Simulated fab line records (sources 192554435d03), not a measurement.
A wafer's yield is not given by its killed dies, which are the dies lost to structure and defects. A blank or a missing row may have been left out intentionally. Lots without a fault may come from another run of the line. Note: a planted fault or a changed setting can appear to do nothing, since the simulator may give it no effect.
A lot that was struck, set against a sound lot || flow n5_finfet || 23 steps out of a route of 1938
Sound: the wafers L235.1, L235.2, L235.5. Wafers struck: L247.2, L247.4, L247.6. The cause is named last.
For every step that has rows: the tool of each side, followed by ch and its chambers, followed by its first start. Under that, the readings that differ: sound wafers || struck wafers || difference of the means || sigmas: that difference in standard deviations of wafers without a fault.
alike: readings whose means differ by less than 2 such deviations, and words and numbers that are the same on both sides. not compared: withheld readings, readings that some wafer has no value for, bounds like >300 that may hide the same value, and numbers for which the record gives no deviation and whose values overlap.
The two part at a step that has a row with sigmas, a row that says differs or no value, or rows on one side only. Numbers that don't overlap but have no deviation are shown without sigmas and don't part them. Lack of a reading on every wafer of one side parts them only where that side has two or more wafers.

first, 9 steps without rows for these wafers: N5_BEOL_M11_ILD_DEP_00 (deposits SiCOH lowk from DEMS/porogen, target thk 308.51 nm, time 58 s); N5_BEOL_M11_CURE_71 (cures SiCOH lowk, time 240 s); N5_BEOL_M11_PECVD_70 (deposits SiO2 from TEOS/O2, target thk 20 nm, time 22.7 s); N5_BEOL_M11_HM_DEP_02 (deposits TiN, target thk 20 nm); N5_BEOL_M11_COAT_59 (time 60 s, resist thk 100 nm); N5_BEOL_M11_COAT_60 (time 60 s, resist thk 30 nm); N5_BEOL_M11_COAT_05 (resist thk 90 nm); N5_BEOL_M11_EBR_07; N5_BEOL_M11_SOFTBAKE_06 (time 60 s).
N5_BEOL_M11_EXPOSE_08: exposes mask M11.
  sound on arfi_scanner-02 ch 0, day 10 16:53; struck on arfi_scanner-02 ch 0, day 13 23:58
{"reading": "exposure_dose_mJ_cm2", "sound": "53.65 53.73 53.65", "struck": "58.67 58.60 58.63", "difference": "+4.96", "sigmas": "+99 or more"}
  alike: mask
then, 2 steps without rows for these wafers: N5_BEOL_M11_PEB_09 (peb time 60 s); N5_BEOL_M11_DEVELOP_10 (develop time 30 s).
N5_BEOL_M11_CD_MEAS_11: target cd 64.1 nm.
  sound on cd_sem-01 ch 0, day 10 17:01; struck on cd_sem-03 ch 0, day 14 00:05
{"reading": "cd_nm (nm)", "sound": "63.2 63.0 63.8", "struck": "69.1 69.0 68.2", "difference": "+5.4", "sigmas": "+10"}
then, 1 step without rows for these wafers: N5_BEOL_M11_DESCUM_16 (chemistry O2, time 7.9 s).
N5_BEOL_M11_ETCH_61: etches SiARC in CF4, target depth 39 nm, time 65 s.
  sound on rie_diel-04 ch 0,1, day 10 17:08; struck on rie_diel-03 ch 0,1,3, day 14 00:13
{"reading": "model.BEOL_M11.cd_offset_nm (nm)", "sound": "-0.8 -0.8 -0.8", "struck": "4.6 4.6 4.2", "difference": "+5.3", "sigmas": ""}
  alike: drypump_motor_current_A, etch_rf_on_time_s, oes_product_au, rf_fwd_power_W, rf_vpp_V, showerhead_plenum_p_Torr, throttle_valve_pct
  not compared: rf_hours_counter_h
then, 3 steps without rows for these wafers: N5_BEOL_M11_ETCH_62 (etches SOC in N2/H2, target depth 110 nm, overetch 22 nm, time 165 s); N5_BEOL_M11_STRIP_68 (strips in N2/H2); N5_BEOL_M11_STRIP_67 (strips in CF4).
N5_BEOL_M11_HM_OPEN_17: chemistry Cl2/BCl3, target TiN, target depth 20 nm, overetch 6 nm.
  sound on rie_metal-02 ch 0,1, day 10 17:23; struck on rie_metal-02 ch 1, day 14 00:27
{"reading": "model.BEOL_M11.cd_offset_nm (nm)", "sound": "-0.8 -0.8 -1.2", "struck": "4.6 4.2 4", "difference": "+5.2", "sigmas": ""}
  alike: drypump_motor_current_A, oes_product_au, rf_fwd_power_W, throttle_valve_pct
  not compared: rf_hours_counter_h
then, 1 step without rows for these wafers: N5_BEOL_M11_STRIP_19 (strips in O2).
N5_BEOL_M11_CD_MEAS_18: pitch 140 nm, target cd 70 nm.
  sound on cd_sem-02 at day 10 17:37; struck on cd_sem-01 at day 14 00:38
{"reading": "cd_nm (nm)", "sound": "69.1 69.4 68.6", "struck": "75.0 74.1 74.0", "difference": "+5.3", "sigmas": "+9"}
then, 1 step without rows for these wafers: N5_BEOL_M11_COAT_63 (time 60 s, resist thk 100 nm).
N5_PASSIVATION_PROBE_49:
  sound on prober-01 at day 12 11:31; struck on prober-01 at day 15 16:08
  alike: defect_limited_yield, killed_at_M0_to_M3, killed_at_M4_up, killed_at_contacts, killed_at_front_end, killed_at_other, killed_dies, killed_open, killed_short, sort_bin_5_function, sort_bin_6_memory, sort_n_pass, sort_yield_pct

WHERE THEY PART
Last at N5_BEOL_M11_CD_MEAS_18 as far as this record goes, first at N5_BEOL_M11_EXPOSE_08. Later steps at which nothing parts them and some readings are alike: N5_PASSIVATION_PROBE_49.

WHY: what had been put in by the simulator
Process parameters drifting: arfi_scanner-02 at N5_BEOL_M11_EXPOSE_08, beginning at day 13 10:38. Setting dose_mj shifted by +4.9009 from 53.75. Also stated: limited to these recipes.
